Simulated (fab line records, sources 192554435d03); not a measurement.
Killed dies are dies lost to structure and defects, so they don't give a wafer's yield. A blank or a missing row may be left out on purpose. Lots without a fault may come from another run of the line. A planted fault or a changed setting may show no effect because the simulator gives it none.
fab line records | flow n5_finfet
record lots=10 wafers=30 last_day=17
route steps=1938 shown SDB@356 BEOL_M4@1111
lots that met no fault: from a run of the same line without faults
start_h: hours from the record's first day to the start of the lot's first wafer shown | wait_h: hours since the lot's step before | " the same as in the row above | L1.1+2: a row that stands for several wafers | - no value, or no start given | * or withheld: withheld | < > ~ a bound
route shown NAME@n: a module of which the file shows steps, and the number in the route of the first | usual: mean/standard deviation of fault-free wafers | same: alike in all rows | chamber/n: place in a boat | sites: the reading at each site | _std_site: their standard deviation | _edge_site: outer sites' mean less inner sites' | radius_mm: how far each site lies from the wafer's centre | mask NAME#n: copy n | behind: the tool/chamber that last shaped the wafer | hold: why the lot was held/for how many hours/how that ended | device: the transistor (n, p or np) that didn't switch | end of line: the same wafers' tests at the end of the route | a step without rows: its recipe alone | killed: dies lost to structure and defects at the first sort, not the wafer's yield | map: a wafer's dies, x killed, . not, _ none there
set.NAME: the setting as run; set.NAME@STEP: as run at that earlier step | model.NAME: the simulator's own value behind a step, which no gauge read
steps of the route over a sample of lots; a table a step, a row a wafer
services: from which hour (start_h, from the record's first day; less than 0 if before it) a tool's chamber was out of use, for how many hours, and why
## steps
# step N5_SDB_CD_MEAS_11
# recipe target_cd_nm=50 landing_energy_ev=500 detector=se_inlens polarity=opening
# usual cd_nm=50.1/0.85
# same landing_energy_ev=500
# columns lot.wafer tool chamber start_h wait_h cd_nm
L608.1 cd_sem-01 0 63.04 - 51.2
L608.3 " 0 " " 50.2
L608.5 " 0 " " 50.1
L609.3 cd_sem-03 0 71.39 - 48.9
L609.5 " 0 " " 50.3
L609.6 " 0 " " 50.2
L610.1 cd_sem-02 0 79.16 - 50.6
L610.4 " 0 " " 50.5
L610.5 " 0 " " 50.9
L614.1 cd_sem-01 0 104.04 - 49.6
L614.2 " 0 " " 49.0
L614.6 " 0 " " 50.4
L617.1 cd_sem-02 0 127.33 - 49.5
L617.3 " 0 " " 48.5
L617.5 " 0 " " 50.2
L624.1 cd_sem-01 0 170.43 - 50.0
L624.2 " 0 " " 49.8
L624.3 " 0 " " 50.1
L625.1 cd_sem-01 0 177.71 - 49.9
L625.2 " 0 " " 48.6
L625.5 " 0 " " 48.8
L626.1 cd_sem-03 0 177.86 - 49.6
L626.4 " 0 " " 50.4
L626.5 " 0 " " 49.9
L628.2 cd_sem-03 0 191.66 - 48.4
L628.3 " 0 " " 48.5
L628.5 " 0 " " 49.1
L631.1 cd_sem-01 0 209.41 - 50.6
L631.2 " 0 " " 49.9
L631.4 " 0 " " 50.6
# step N5_SDB_INSPECT_13
# recipe mode=adi inspect_instrument=brightfield
# usual raw_defect_count=75/33
# columns lot.wafer tool chamber start_h wait_h raw_defect_count
L608.1 defect_inspect-01 - 63.10 0.0 87
L608.3 " - " " 118
L608.5 " - " " 71
L609.3 defect_inspect-01 - 71.44 0.0 136
L609.5 " - " " 155
L609.6 " - " " 171
L610.1 defect_inspect-02 - 79.22 0.0 60
L610.4 " - " " 54
L610.5 " - " " 76
L614.1 defect_inspect-01 - 104.09 0.0 53
L614.2 " - " " 135
L614.6 " - " " 177
L617.1 defect_inspect-01 - 127.38 0.0 86
L617.3 " - " " 62
L617.5 " - " " 59
L624.1 defect_inspect-01 - 170.48 0.0 89
L624.2 " - " " 107
L624.3 " - " " 120
L625.1 defect_inspect-01 - 177.76 0.0 95
L625.2 " - " " 94
L625.5 " - " " 94
L626.1 defect_inspect-01 - 177.91 0.0 65
L626.4 " - " " 92
L626.5 " - " " 82
L628.2 defect_inspect-02 - 191.71 0.0 49
L628.3 " - " " 36
L628.5 " - " " 38
L631.1 defect_inspect-01 - 209.46 0.0 71
L631.2 " - " " 93
L631.4 " - " " 75
# step N5_SDB_ALD_29
# recipe material=SiNx target_thk_a=300 temp_c=400 ald_precursor_family=SiH2I2 ald_co_reactant=N2/H2-plasma pulse_time_s=1 ald_cycles=600 purge_time_s=2 co_reactant_purge_time_s=2 pressure_torr=2
# usual heater_power_w=845/71 precursor_pulse_height_rel=0.999/0.018
# same co_reactant_purge_time_s=2
# columns lot.wafer tool chamber start_h wait_h heater_power_w precursor_pulse_height_rel
L608.1 ald_sin-04 3 64.70 0.0 726 0.978
L608.3 " 2 " " 876 0.982
L608.5 " 3 66.05 1.4 706 0.992
L609.3 ald_sin-04 3 74.21 0.0 702 0.999
L609.5 " 1 75.57 1.4 768 0.984
L609.6 " 2 " " 840 1.006
L610.1 ald_sin-04 1 81.35 0.0 776 1.017
L610.4 " 0 " " 891 0.975
L610.5 " 0 82.70 1.4 894 0.988
L614.1 ald_sin-03 1 104.92 0.0 835 1.016
L614.2 " 2 " " 856 1.001
L614.6 " 3 106.27 1.4 768 1.009
L617.1 ald_sin-03 0 129.24 0.1 785 0.986
L617.3 " 3 " " 787 0.996
L617.5 " 0 130.59 1.4 773 1.002
L624.1 ald_sin-02 1 172.19 0.0 863 1.018
L624.2 " 2 " " 852 1.033
L624.3 " 3 " " 933 0.990
L625.1 ald_sin-02 1 182.62 3.4 869 0.984
L625.2 " 3 " " 959 0.975
L625.5 " 3 183.97 4.8 954 0.995
L626.1 ald_sin-02 2 185.32 6.0 865 1.009
L626.4 " 0 " " 947 0.978
L626.5 " 1 186.68 7.3 887 0.988
L628.2 ald_sin-03 1 192.96 0.0 874 1.010
L628.3 " 0 " " 795 0.987
L628.5 " 2 194.32 1.4 861 0.946
L631.1 ald_sin-02 0 210.33 0.0 955 1.029
L631.2 " 3 " " 968 1.039
L631.4 " 1 " " 862 0.990
# step N5_SDB_CMP_30
# recipe stop_on=poly-Si t_overpolish_s=1.54 post_cmp_clean=alkaline_brush down_force_psi=4.1491 platen_rpm=51.796 pad_velocity_m_s=1.0306 target_thk_nm=30
# usual motor_current_A=12.7/1.3 overpolish_run_s=1.539/0.0081 platen_rpm=51.79/0.034 time_to_endpoint_s=16.9/1.9
# columns lot.wafer tool chamber start_h wait_h motor_current_A overpolish_run_s platen_rpm time_to_endpoint_s
L608.1 cmp-02 2 67.52 1.5 11.7 1.539 51.81 20.6
L608.3 " 3 " " 15.1 1.541 51.78 16.4
L608.5 " 3 " " 14.9 1.552 51.81 16.8
L609.3 cmp-03 0 76.98 1.4 12.5 1.540 51.84 15.9
L609.6 " 3 " " 13.0 1.537 51.85 15.5
L609.5 " 0 " " 12.8 1.539 51.90 16.9
L610.4 cmp-03 3 84.12 1.4 13.6 1.548 51.78 16.1
L610.1 " 1 " " 11.2 1.546 51.79 15.3
L610.5 " 3 " " 13.9 1.534 51.76 17.3
L614.2 cmp-03 0 107.65 1.4 12.7 1.524 53.82 17.9
L614.1 " 1 " " 10.6 1.527 53.85 14.9
L614.6 " 0 " " 12.6 1.544 53.91 18.7
L617.1 cmp-03 1 131.97 1.4 10.4 1.553 53.84 13.6
L617.3 " 0 " " 13.4 1.555 53.92 15.4
L617.5 " 1 " " 10.9 1.539 53.91 16.8
L624.2 cmp-01 1 175.09 1.5 14.6 1.554 51.88 14.8
L624.1 " 3 " " 12.7 1.557 51.81 17.5
L624.3 " 0 " " 13.1 1.545 51.79 20.6
L625.1 cmp-02 2 185.49 1.5 11.3 1.538 51.79 22.2
L625.2 " 0 " " 11.8 1.527 51.74 16.9
L625.5 " 2 " " 11.3 1.547 51.79 23.9
L626.4 cmp-02 2 188.07 1.4 11.0 1.539 51.82 18.1
L626.1 " 0 " " 11.6 1.536 51.84 14.2
L626.5 " 3 " " 15.3 1.548 51.77 18.3
L628.2 cmp-01 3 195.73 1.4 12.7 1.544 51.77 17.9
L628.3 " 1 " " 13.6 1.533 51.79 18.7
L628.5 " 3 " " 13.0 1.546 51.83 20.0
L631.1 cmp-03 3 213.07 1.4 13.1 1.549 51.81 16.4
L631.4 " 1 " " 10.3 1.543 51.81 17.0
L631.2 " 2 " " 11.1 1.535 51.81 16.2
# step N5_BEOL_M4_RC_MEAS_101
# usual DIBL_N=36.3/1.2 DIBL_P=36.7/1.5 IOFF_N=0.164/0.02 IOFF_P=0.214/0.024 ION_N=673/8.5 ION_P=461/5.9 SS_N=71.6/0.44 SS_P=73.3/0.55 VT_N=249.4/2.4 VT_P=-250.0/2.3
# columns lot.wafer tool chamber start_h wait_h DIBL_N[mV/V] DIBL_P[mV/V] IOFF_N[nA/um] IOFF_P[nA/um] ION_N[uA/um] ION_P[uA/um] SS_N[mV/dec] SS_P[mV/dec] VT_N[mV] VT_P[mV]
L608.1 prober-01 0 158.09 0.0 36.3 35.8 0.162 0.194 674 458 71.9 73.4 249.4 -251.8
L608.3 " 0 " " 35.6 34.9 0.149 0.182 654 449 71.7 73.3 250.6 -255.3
L608.5 " 0 " " 36.4 35.2 0.160 0.188 655 453 71.4 74.0 249.2 -251.0
L609.3 prober-02 0 172.04 0.3 36.6 35.3 0.157 0.211 666 463 71.3 72.8 249.4 -248.3
L609.5 " 0 " " 36.5 34.2 0.150 0.201 667 459 72.1 73.1 252.6 -251.7
L609.6 " 0 " " 37.0 35.8 0.172 0.227 672 464 71.7 73.0 248.8 -248.0
L610.1 prober-01 0 194.75 0.0 35.1 36.3 0.140 0.184 657 452 71.0 72.7 250.2 -253.4
L610.4 " 0 " " 34.0 34.5 0.123 0.166 662 454 71.6 72.7 251.7 -255.6
L610.5 " 0 " " 35.6 37.5 0.162 0.199 678 459 71.6 73.4 249.5 -253.3
L614.1 prober-01 0 203.66 0.0 36.4 36.7 0.144 0.225 652 459 70.8 73.0 252.7 -248.0
L614.2 " 0 " " 33.3 33.2 0.112 0.173 676 465 70.8 71.9 254.2 -249.8
L614.6 " 0 " " 35.5 35.5 0.134 0.205 669 464 71.2 72.8 252.9 -250.0
L617.1 prober-01 0 232.24 0.0 36.3 37.8 0.171 0.235 689 472 71.7 73.8 245.1 -249.2
L617.3 " 0 " " 36.8 38.2 0.169 0.243 678 466 71.7 72.6 248.6 -249.1
L617.5 " 0 " " 36.5 37.6 0.159 0.227 676 464 71.7 73.7 250.6 -249.4
L624.1 prober-02 0 269.18 0.0 36.0 36.7 0.159 0.232 679 466 72.1 73.3 249.3 -248.2
L624.2 " 0 " " 34.2 33.7 0.129 0.190 669 463 71.5 72.7 251.4 -248.6
L624.3 " 0 " " 35.2 34.7 0.141 0.192 663 457 71.1 72.7 250.4 -251.4
L626.1 prober-01 0 280.96 0.0 33.7 35.5 0.131 0.181 664 458 71.2 72.7 252.4 -252.3
L626.4 " 0 " " 32.4 33.5 0.114 0.160 662 455 71.1 72.2 254.5 -253.9
L626.5 " 0 " " 34.8 36.5 0.151 0.200 660 454 70.9 73.3 249.7 -249.8
L625.1 prober-02 0 282.84 0.0 35.7 36.6 0.176 0.214 678 460 71.9 73.4 248.0 -253.1
L625.2 " 0 " " 35.6 36.9 0.173 0.209 675 461 72.3 73.1 249.2 -250.9
L625.5 " 0 " " 35.6 36.2 0.174 0.202 682 459 72.5 73.6 247.9 -251.1
L628.2 prober-02 0 286.32 0.2 38.6 37.3 0.201 0.240 679 465 71.2 73.5 245.6 -246.5
L628.3 " 0 " " 36.9 36.2 0.162 0.213 664 454 70.9 73.0 249.2 -248.0
L628.5 " 0 " " 39.0 37.4 0.196 0.229 666 460 71.8 73.7 246.6 -249.1
L631.1 prober-02 0 307.18 0.0 36.3 38.1 0.159 0.214 680 465 71.2 73.8 251.0 -251.5
L631.2 " 0 " " 36.1 38.3 0.160 0.214 672 465 71.2 73.3 251.5 -250.7
L631.4 " 0 " " 38.6 40.1 0.200 0.258 682 469 72.3 74.7 247.2 -249.7
## services
# columns tool chamber start_h hours kind
cmp-02 - 48.49 7.1 pm
cmp-01 - 51.19 0.5 repair
cmp-01 - 66.24 3.9 pm
cmp-02 - 68.16 3.3 repair
ald_sin-03 2 78.97 1.4 repair
ald_sin-02 2 79.01 4.0 repair
cmp-01 - 82.45 2.5 repair
ald_sin-04 - 85.12 6.0 pm
ald_sin-03 - 85.46 14.0 pm
ald_sin-03 0 85.46 14.0 vent_cycle
ald_sin-03 1 85.46 14.0 vent_cycle
cmp-03 - 85.83 1.8 repair
ald_sin-04 2 114.10 2.2 repair
ald_sin-03 - 114.28 0.5 repair
cmp-03 - 125.52 2.4 repair
ald_sin-03 - 132.48 2.8 pm
ald_sin-04 - 136.39 2.8 pm
cmp-02 - 142.18 7.5 pm
cmp-02 - 153.77 4.0 pm
ald_sin-02 3 156.59 14.0 repair
ald_sin-03 - 166.32 13.6 repair
cmp-03 - 166.54 26.7 pm
ald_sin-04 - 177.00 14.0 pm
ald_sin-03 - 179.96 6.0 pm
## key
first_sign step=N5_SDB_CMP_30 reading=platen_rpm direction=up sigmas=61 usual=51.79 struck=53.87
effect none on later readings
met_at N5_SDB_CMP_30
struck_lots L614,L617
not_acting_at N5_SDB_CD_MEAS_11,N5_SDB_INSPECT_13,N5_SDB_ALD_29
onset_between 84.12 107.65
fault kind=process_parameter_drift tool=cmp-03 chamber=- onset_h=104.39 steps=N5_SDB_CMP_30 channel=platen_rpm offset=2.0718 shape=step end_h=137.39 acts_in=these_recipes_only stated=51.796
